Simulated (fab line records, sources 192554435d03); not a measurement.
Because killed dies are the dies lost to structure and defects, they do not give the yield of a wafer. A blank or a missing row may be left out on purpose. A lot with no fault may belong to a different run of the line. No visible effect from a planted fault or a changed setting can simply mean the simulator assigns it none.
A lot that was struck, set against a sound lot | flow n5_finfet | 35 out of 1938 route steps
Sound: these wafers, L958.1, L958.3, L958.5. Wafers L962.4, L962.5, L962.6 were the ones struck. The cause comes at the end.
Per side, at each step with rows, come the tool, then ch with its chambers, and then its first start. Under that, the readings that differ: sound wafers | struck wafers | difference of the means | sigmas: that difference in standard deviations of wafers without a fault.
alike: same words and numbers on both sides, and readings whose means sit less than 2 such deviations apart. not compared: any withheld reading, any reading some wafer has no value for, any bound like >300 that may hide the same value, and any number with overlapping values for which the record gives no deviation.
The two part at a step that has a row with sigmas, a row that says differs or no value, or rows on one side only. Numbers that don't overlap but have no deviation are shown without sigmas and don't part them. A reading that every wafer of one side lacks parts them only if that side has two wafers or more.

first, 8 steps without rows for these wafers: N5_BEOL_M15_PEB_26 (peb time 90 s); N5_BEOL_M15_DEVELOP_27 (develop time 45 s); N5_BEOL_M15_HARDBAKE_32 (time 120 s); N5_BEOL_M15_DESCUM_33 (chemistry O2, time 7.9 s); N5_BEOL_M15_ETCH_61 (etches BARC in N2/H2, target depth 89 nm, overetch 26.7 nm, time 67.9 s); N5_BEOL_M15_TRENCH_ETCH_34 (etches SiO2 in C4F8/O2/Ar, target depth 872.93 nm, time 199 s); N5_BEOL_M15_STRIP_36 (strips in O2); N5_BEOL_M15_STRIP_62 (strips in O2).
N5_BEOL_M15_STRIP_37: strips in O2.
  sound on rie_diel-05 ch 0,3, day 14 12:26; struck on rie_diel-05 ch 1,2,3, day 15 11:26
  alike: drypump_motor_current_A, o2_flow_sccm, oes_product_au, rf_vpp_V, showerhead_plenum_p_Torr, temp_c, throttle_valve_pct
  not compared: rf_hours_counter_h
then, 25 steps without rows for these wafers: N5_BEOL_M15_ETCH_38 (etches SiCN in CF4/N2, target depth 106.4 nm, time 120.5 s); N5_BEOL_M15_PRECLEAN_39 (cleans in residue remover, time 60 s); N5_BEOL_M15_SRD_40 (time 30 s, dry time 30 s); N5_BEOL_M15_DEGAS_41 (time 60 s); N5_BEOL_M15_PRE_CLEAN_42 (time 30 s); N5_BEOL_M15_SPUTTER_43 (material TaN, target thk 15 nm, time 24.19 s); N5_BEOL_M15_SPUTTER_44 (material Ta, target thk 15 nm, time 24.19 s); N5_BEOL_M15_SPUTTER_45 (material Cu, target thk 100 nm, time 16.67 s); N5_BEOL_M15_ECD_47 (material Cu, target thk 1860 nm); N5_BEOL_M15_ANNEAL_48 (time 90 s); N5_BEOL_M15_CMP_49 (polishes, stops on SiO2, t overpolish 4.9 s, target thk 850 nm); N5_BEOL_M15_PRE_CLEAN_52 (time 15 s); N5_BEOL_M15_DEP_53 (deposits SiCN from 3MS/NH3, target thk 50 nm, time 17.8 s); N5_PASSIVATION_PECVD_00 (deposits SiO2 from SiH4/N2O, target thk 200 nm, time 11.2 s); N5_MIM_BOT_DEGAS_01 (time 60 s); N5_MIM_BOT_SPUTTER_00 (material TiN, target thk 35 nm, time 89.7 s); N5_MIM_TOP_ALD_00 (deposits Al2O3, purge time 3 s, co reactant pulse time 3 s); N5_MIM_TOP_ALD_01 (deposits HfO2, target thk 5.6 nm, pulse time 1 s, purge time 3 s); N5_MIM_TOP_ALD_02 (deposits Al2O3, purge time 3 s, co reactant pulse time 3 s); N5_MIM_TOP_DEGAS_04 (time 60 s); N5_MIM_TOP_SPUTTER_03 (material TiN, target thk 35 nm, time 89.7 s); N5_MIM_TOP_LITHO_HMDS_01 (time 60 s); N5_MIM_TOP_LITHO_COAT_02; N5_MIM_TOP_LITHO_EBR_04; N5_MIM_TOP_LITHO_SOFTBAKE_03 (time 90 s).
N5_PASSIVATION_PROBE_49:
  the record has rows for the struck wafers here (prober-01, day 16 02:50) and none for the sound ones

WHERE THEY PART
Only at N5_PASSIVATION_PROBE_49, within this record.

WHY: what had been put in by the simulator
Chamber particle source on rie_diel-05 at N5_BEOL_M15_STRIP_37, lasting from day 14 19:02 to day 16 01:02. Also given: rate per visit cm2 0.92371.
